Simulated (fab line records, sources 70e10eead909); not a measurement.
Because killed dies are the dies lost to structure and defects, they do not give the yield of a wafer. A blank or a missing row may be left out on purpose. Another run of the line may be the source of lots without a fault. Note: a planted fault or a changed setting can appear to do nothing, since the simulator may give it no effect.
Which tool was responsible?	flow nand-harc	24 lots, 72 wafers sampled, at 6 steps of a route of 1302

## WHAT EACH GAUGE READ, for each wafer
No reading from a measuring or inspecting step in the record can be judged against a usual standard deviation.

## WHICH TOOL RAN EACH LOT (tool, then ch and the chambers of the sampled wafers, then the start)
lot	NHARC_A_STAIRCASE_ETCH_27	NHARC_A_STAIRCASE_ETCH_194	NHARC_A_STAIRCASE_ETCH_201	NHARC_A_STAIRCASE_STRIP_205	NHARC_A_STAIRCASE_ETCH_221	NHARC_A_STAIRCASE_ETCH_232
L075	rie-diel-06 ch 0,1, day 16 02:20 or earlier	rie-diel-06 ch 0,2,3, day 16 02:20 or earlier	rie-diel-06 ch 0,3, day 16 02:20 or earlier	plasma-asher-01 ch 0,1, day 16 02:20	rie-diel-06 ch 0,1, no start	rie-diel-13 ch 1,3, no start
L074	rie-diel-09 ch 0,1,3, day 16 09:22 or earlier	rie-diel-06 ch 0,2, day 16 09:22 or earlier	rie-diel-13 ch 0,1,3, day 16 09:22 or earlier	plasma-asher-02 ch 0,1, day 16 09:22	rie-diel-09 ch 0,2,3, no start	rie-diel-09 ch 1,2,3, no start
L076	rie-diel-06 ch 1,2, day 16 21:38 or earlier	rie-diel-13 ch 1,2,3, day 16 21:38 or earlier	rie-diel-06 ch 0,1,3, day 16 21:38 or earlier	plasma-asher-02 ch 0,1, day 16 21:38	rie-diel-06 ch 1,2, no start	rie-diel-13 ch 0,1,2, no start
L077	rie-diel-09 ch 1,2, day 17 05:12 or earlier	rie-diel-06 ch 0,1, day 17 05:12 or earlier	rie-diel-13 ch 1,2,3, day 17 05:12 or earlier	plasma-asher-02 ch 0,1, day 17 05:12	rie-diel-06 ch 0,1,2, no start	rie-diel-13 ch 0,1,3, no start
L078	rie-diel-06 ch 0,1,2, day 17 17:52 or earlier	rie-diel-09 ch 0,2,3, day 17 17:52 or earlier	rie-diel-06 ch 0,2,3, day 17 17:52 or earlier	plasma-asher-01 ch 0,1, day 17 17:52	rie-diel-13 ch 1,2, no start	rie-diel-06 ch 0,2, no start
L079	rie-diel-09 ch 1,2, day 17 18:20 or earlier	rie-diel-09 ch 1,2, day 17 18:20 or earlier	rie-diel-09 ch 0,1,3, day 17 18:20 or earlier	plasma-asher-01 ch 0,1, day 17 18:20	rie-diel-06 ch 1,3, no start	rie-diel-06 ch 1,3, no start
L081	rie-diel-13 ch 0,2,3, day 19 00:43 or earlier	rie-diel-06 ch 1,2,3, day 19 00:43 or earlier	rie-diel-06 ch 1,2,3, day 19 00:43 or earlier	plasma-asher-01 ch 0,1, day 19 00:43	rie-diel-09 ch 1,2,3, no start	rie-diel-06 ch 1,2,3, no start
L080	rie-diel-06 ch 0,2,3, day 19 01:13 or earlier	rie-diel-06 ch 0,1,2, day 19 01:13 or earlier	rie-diel-13 ch 0,1,3, day 19 01:13 or earlier	plasma-asher-01 ch 0,1, day 19 01:13	rie-diel-09 ch 0,1,2, no start	rie-diel-06 ch 0,2,3, no start
L082	rie-diel-06 ch 0,1,3, day 19 14:09 or earlier	rie-diel-13 ch 0,1,3, day 19 14:09 or earlier	rie-diel-09 ch 2,3, day 19 14:09 or earlier	plasma-asher-02 ch 0,1, day 19 14:09	rie-diel-09 ch 0,1,2, no start	rie-diel-09 ch 0,1,2, no start
L083	rie-diel-09 ch 1,2,3, day 19 23:37 or earlier	rie-diel-09 ch 0,1,2, day 19 23:37 or earlier	rie-diel-09 ch 0,1,2, day 19 23:37 or earlier	plasma-asher-02 ch 0,1, day 19 23:37	rie-diel-06 ch 0,1,3, no start	rie-diel-06 ch 0,1,3, no start
L084	rie-diel-09 ch 1,2, day 20 09:26 or earlier	rie-diel-13 ch 0,1,2, day 20 09:26 or earlier	rie-diel-13 ch 0,1, day 20 09:26 or earlier	plasma-asher-02 ch 0,1, day 20 09:26	rie-diel-06 ch 1,2,3, no start	rie-diel-09 ch 0,2,3, no start
L085	rie-diel-13 ch 0,1,2, day 20 15:01 or earlier	rie-diel-13 ch 0,1,2, day 20 15:01 or earlier	rie-diel-13 ch 0,1,2, day 20 15:01 or earlier	plasma-asher-02 ch 0,1, day 20 15:01	rie-diel-06 ch 0,2,3, no start	rie-diel-06 ch 0,2,3, no start
L086	rie-diel-09 ch 1,2,3, day 20 20:07 or earlier	rie-diel-09 ch 0,1, day 20 20:07 or earlier	rie-diel-06 ch 0,1,2, day 20 20:07 or earlier	plasma-asher-02 ch 0,1, day 20 20:07	rie-diel-06 ch 0,1,3, no start	rie-diel-06 ch 0,1,3, no start
L089	rie-diel-13 ch 0,1,3, day 21 21:19 or earlier	rie-diel-06 ch 1,2,3, day 21 21:19 or earlier	rie-diel-06 ch 1,2,3, day 21 21:19 or earlier	plasma-asher-02 ch 0,1, day 21 21:19	rie-diel-13 ch 0,1,2, no start	rie-diel-06 ch 1,2,3, no start
L088	rie-diel-13 ch 1,3, day 21 22:10 or earlier	rie-diel-13 ch 0,1, day 21 22:10 or earlier	rie-diel-06 ch 1,2,3, day 21 22:10 or earlier	plasma-asher-02 ch 0,1, day 21 22:10	rie-diel-06 ch 0,1,2, no start	rie-diel-13 ch 0,2,3, no start
L087	rie-diel-06 ch 0,2,3, day 22 10:51 or earlier	rie-diel-06 ch 1,2, day 22 10:51 or earlier	rie-diel-06 ch 0,1,3, day 22 10:51 or earlier	plasma-asher-01 ch 0,1, day 22 10:51	rie-diel-13 ch 0,1,2, no start	rie-diel-13 ch 0,1,3, no start
L090	rie-diel-06 ch 2,3, day 22 17:54 or earlier	rie-diel-13 ch 0,3, day 22 17:54 or earlier	rie-diel-06 ch 0,3, day 22 17:54 or earlier	plasma-asher-02 ch 0,1, day 22 17:54	rie-diel-09 ch 0,3, no start	rie-diel-06 ch 0,1, no start
L091	rie-diel-09 ch 1,2, day 23 06:32 or earlier	rie-diel-09 ch 0,2, day 23 06:32 or earlier	rie-diel-09 ch 0,3, day 23 06:32 or earlier	plasma-asher-02 ch 0,1, day 23 06:32	rie-diel-13 ch 0,3, no start	rie-diel-13 ch 0,1, no start
L092	rie-diel-13 ch 1,2, day 23 17:22 or earlier	rie-diel-13 ch 0,3, day 23 17:22 or earlier	rie-diel-06 ch 0,1,2, day 23 17:22 or earlier	plasma-asher-02 ch 0,1, day 23 17:22	rie-diel-06 ch 0,1,2, no start	rie-diel-09 ch 0,1, no start
L093	rie-diel-06 ch 0,1,2, day 24 11:20 or earlier	rie-diel-13 ch 1,3, day 24 11:20 or earlier	rie-diel-09 ch 0,2,3, day 24 11:20 or earlier	plasma-asher-02 ch 0,1, day 24 11:20	rie-diel-06 ch 0,1,2, no start	rie-diel-09 ch 0,1,2, no start
L094	rie-diel-13 ch 1,3, day 24 11:25 or earlier	rie-diel-13 ch 1,2, day 24 11:25 or earlier	rie-diel-13 ch 2,3, day 24 11:25 or earlier	plasma-asher-01 ch 0,1, day 24 11:25	rie-diel-09 ch 0,1,3, no start	rie-diel-09 ch 1,3, no start
L095	rie-diel-09 ch 0,1, day 24 17:23 or earlier	rie-diel-09 ch 1,2,3, day 24 17:23 or earlier	rie-diel-09 ch 1,2,3, day 24 17:23 or earlier	plasma-asher-01 ch 0,1, day 24 17:23	rie-diel-06 ch 0,1,2, no start	rie-diel-09 ch 2,3, no start
L097	rie-diel-09 ch 0,1,2, day 25 07:04 or earlier	rie-diel-06 ch 0,2,3, day 25 07:04 or earlier	rie-diel-06 ch 0,2,3, day 25 07:04 or earlier	plasma-asher-02 ch 0,1, day 25 07:04	rie-diel-09 ch 0,2,3, no start	rie-diel-13 ch 1,2,3, no start
L096	rie-diel-06 ch 0,3, day 25 08:56 or earlier	rie-diel-13 ch 0,1, day 25 08:56 or earlier	rie-diel-13 ch 0,1, day 25 08:56 or earlier	plasma-asher-02 ch 0,1, day 25 08:56	rie-diel-06 ch 0,1,2, no start	rie-diel-06 ch 1,2, no start
- NHARC_A_STAIRCASE_ETCH_27: etches the open film in C4F8/O2, target depth 100 nm, time 40.5 s.
- NHARC_A_STAIRCASE_ETCH_194: etches the open film in C4F8/O2, target depth 100 nm, time 40.5 s.
- NHARC_A_STAIRCASE_ETCH_201: etches the open film in C4F8/O2, target depth 100 nm, time 40.5 s.
- NHARC_A_STAIRCASE_STRIP_205: strips in O2.
- NHARC_A_STAIRCASE_ETCH_221: etches the open film in C4F8/O2, target depth 100 nm, time 40.5 s.
- NHARC_A_STAIRCASE_ETCH_232: etches the open film in C4F8/O2, target depth 100 nm, time 40.5 s.

## WHAT THE TOOLS THEMSELVES READ (means of the sampled wafers that have a number; where no wafer has one, the mark that the record gives instead)
NHARC_A_STAIRCASE_ETCH_27. Usual: oes-product-au 0.943 a.u., standard deviation 0.013; rf-vpp-V 896 V, standard deviation 6.3.
lot	tool	oes-product-au (a.u.)	rf-vpp-V (V)	flag
L075	rie-diel-06	0.947	901	
L074	rie-diel-09	0.946	898	
L076	rie-diel-06	0.957	901	
L077	rie-diel-09	0.944	892	
L078	rie-diel-06	0.949	897	
L079	rie-diel-09	0.948	889	
L081	rie-diel-13	0.939	901	
L080	rie-diel-06	0.931	891	
L082	rie-diel-06	0.951	895	
L083	rie-diel-09	0.945	891	
L084	rie-diel-09	0.945	889	
L085	rie-diel-13	0.950	900	
L086	rie-diel-09	0.946	891	
L089	rie-diel-13	0.943	901	
L088	rie-diel-13	0.934	903	
L087	rie-diel-06	0.936	890	
L090	rie-diel-06	0.925	890	
L091	rie-diel-09	0.935	898	
L092	rie-diel-13	0.940	899	
L093	rie-diel-06	0.952	895	
L094	rie-diel-13	0.938	902	
L095	rie-diel-09	0.936	900	
L097	rie-diel-09	0.936	900	
L096	rie-diel-06	0.937	888	

NHARC_A_STAIRCASE_ETCH_194. Usual: oes-product-au 0.942 a.u., standard deviation 0.015; rf-vpp-V 897 V, standard deviation 6.1.
lot	tool	oes-product-au (a.u.)	rf-vpp-V (V)	flag
L075	rie-diel-06	0.937	891	
L074	rie-diel-06	0.946	892	
L076	rie-diel-13	0.944	902	
L077	rie-diel-06	0.952	901	
L078	rie-diel-09	0.946	895	
L079	rie-diel-09	0.935	891	
L081	rie-diel-06	0.929	895	
L080	rie-diel-06	0.936	896	
L082	rie-diel-13	0.948	902	
L083	rie-diel-09	0.947	896	
L084	rie-diel-13	0.942	899	
L085	rie-diel-13	0.933	900	
L086	rie-diel-09	0.948	897	
L089	rie-diel-06	0.951	894	
L088	rie-diel-13	0.943	900	
L087	rie-diel-06	0.953	896	
L090	rie-diel-13	0.952	904	
L091	rie-diel-09	0.924	905	
L092	rie-diel-13	0.945	902	
L093	rie-diel-13	0.931	900	
L094	rie-diel-13	0.950	899	
L095	rie-diel-09	0.933	897	
L097	rie-diel-06	0.947	890	
L096	rie-diel-13	0.958	899	

NHARC_A_STAIRCASE_ETCH_201. Usual: oes-product-au 0.945 a.u., standard deviation 0.016; rf-vpp-V 897 V, standard deviation 6.2.
lot	tool	oes-product-au (a.u.)	rf-vpp-V (V)	flag
L075	rie-diel-06	0.932	889	
L074	rie-diel-13	0.955	902	
L076	rie-diel-06	0.941	896	
L077	rie-diel-13	0.956	901	
L078	rie-diel-06	0.937	891	
L079	rie-diel-09	0.935	898	
L081	rie-diel-06	0.942	896	
L080	rie-diel-13	0.951	902	
L082	rie-diel-09	0.940	891	
L083	rie-diel-09	0.950	894	
L084	rie-diel-13	0.949	899	
L085	rie-diel-13	0.949	900	
L086	rie-diel-06	0.954	896	
L089	rie-diel-06	0.933	895	
L088	rie-diel-06	0.945	895	
L087	rie-diel-06	0.946	895	
L090	rie-diel-06	0.936	889	
L091	rie-diel-09	0.925	900	
L092	rie-diel-06	0.957	895	
L093	rie-diel-09	0.920	901	
L094	rie-diel-13	0.943	901	
L095	rie-diel-09	0.946	897	
L097	rie-diel-06	0.947	890	
L096	rie-diel-13	0.960	899	

NHARC_A_STAIRCASE_STRIP_205. Usual: drypump-motor-current-A 5.6 A, standard deviation 0.42; heater-power-w 359 W, standard deviation 23; temp-c 249.99 C, standard deviation 0.18.
lot	tool	drypump-motor-current-A (A)	heater-power-w (W)	temp-c (C)	flag
L075	plasma-asher-01	5.1	363	250.02	
L074	plasma-asher-02	5.8	350	249.93	
L076	plasma-asher-02	5.9	346	250.10	
L077	plasma-asher-02	5.9	341	250.17	
L078	plasma-asher-01	4.9	358	249.93	
L079	plasma-asher-01	4.9	359	250.19	
L081	plasma-asher-01	4.9	356	250.18	
L080	plasma-asher-01	5.1	369	249.97	
L082	plasma-asher-02	5.9	373	249.81	
L083	plasma-asher-02	5.9	372	250.06	
L084	plasma-asher-02	5.9	366	249.87	
L085	plasma-asher-02	5.9	350	250.13	
L086	plasma-asher-02	5.8	370	250.16	
L089	plasma-asher-02	5.9	357	249.99	
L088	plasma-asher-02	5.9	370	250.01	
L087	plasma-asher-01	5.0	358	249.99	
L090	plasma-asher-02	5.9	355	249.91	
L091	plasma-asher-02	5.9	368	249.84	
L092	plasma-asher-02	5.9	364	249.87	
L093	plasma-asher-02	5.9	374	249.83	
L094	plasma-asher-01	4.9	352	249.74	
L095	plasma-asher-01	5.1	363	249.87	
L097	plasma-asher-02	5.9	369	250.02	
L096	plasma-asher-02	5.9	370	249.99	

NHARC_A_STAIRCASE_ETCH_221. Usual: oes-product-au 0.938 a.u., standard deviation 0.017; rf-vpp-V 896 V, standard deviation 6.4.
lot	tool	oes-product-au (a.u.)	rf-vpp-V (V)	flag
L075	rie-diel-06	0.948	902	
L074	rie-diel-09	0.938	895	
L076	rie-diel-06	0.945	897	
L077	rie-diel-06	0.928	897	
L078	rie-diel-13	0.937	900	
L079	rie-diel-06	0.938	900	
L081	rie-diel-09	0.924	892	
L080	rie-diel-09	0.936	895	
L082	rie-diel-09	0.945	895	
L083	rie-diel-06	0.961	895	
L084	rie-diel-06	0.939	896	
L085	rie-diel-06	0.916	890	
L086	rie-diel-06	0.933	895	
L089	rie-diel-13	0.926	900	
L088	rie-diel-06	0.964	896	
L087	rie-diel-13	0.950	900	
L090	rie-diel-09	0.937	896	
L091	rie-diel-13	0.943	901	
L092	rie-diel-06	0.945	896	
L093	rie-diel-06	0.949	895	
L094	rie-diel-09	0.931	897	
L095	rie-diel-06	0.940	895	
L097	rie-diel-09	0.918	900	
L096	rie-diel-06	0.964	895	

NHARC_A_STAIRCASE_ETCH_232. Usual: oes-product-au 0.949 a.u., standard deviation 0.016; rf-vpp-V 897 V, standard deviation 6.2.
lot	tool	oes-product-au (a.u.)	rf-vpp-V (V)	flag
L075	rie-diel-13	0.956	904	
L074	rie-diel-09	0.934	892	
L076	rie-diel-13	0.962	900	
L077	rie-diel-13	0.958	903	
L078	rie-diel-06	0.958	893	
L079	rie-diel-06	0.935	894	
L081	rie-diel-06	0.961	895	
L080	rie-diel-06	0.945	891	
L082	rie-diel-09	0.934	895	
L083	rie-diel-06	0.945	894	
L084	rie-diel-09	0.953	895	
L085	rie-diel-06	0.941	890	
L086	rie-diel-06	0.948	895	
L089	rie-diel-06	0.939	895	
L088	rie-diel-13	0.952	902	
L087	rie-diel-13	0.948	901	
L090	rie-diel-06	0.955	900	
L091	rie-diel-13	0.948	899	
L092	rie-diel-09	0.962	901	
L093	rie-diel-09	0.951	900	
L094	rie-diel-09	0.940	894	
L095	rie-diel-09	0.925	901	
L097	rie-diel-13	0.956	902	
L096	rie-diel-06	0.962	900	

## THE ANSWER, worked out from the rows above alone
Rule: lot off if the mean of its wafers having a number is beyond 3 standard deviations from the usual mean. A lot without any number at a reading at which 4 lots or more have one is off too. Any other lot the step has rows for is counted as sound. After the gauges, taken in route order, come the tools' own readings; for these a lot's mean is taken, as printed above. At the first step where some lot is off, the reading lying furthest off is the one used; lots without a number count as furthest.
Nothing can be told from this: no lot is off at any reading shown.

## WHAT THE SIMULATOR HAD INSERTED
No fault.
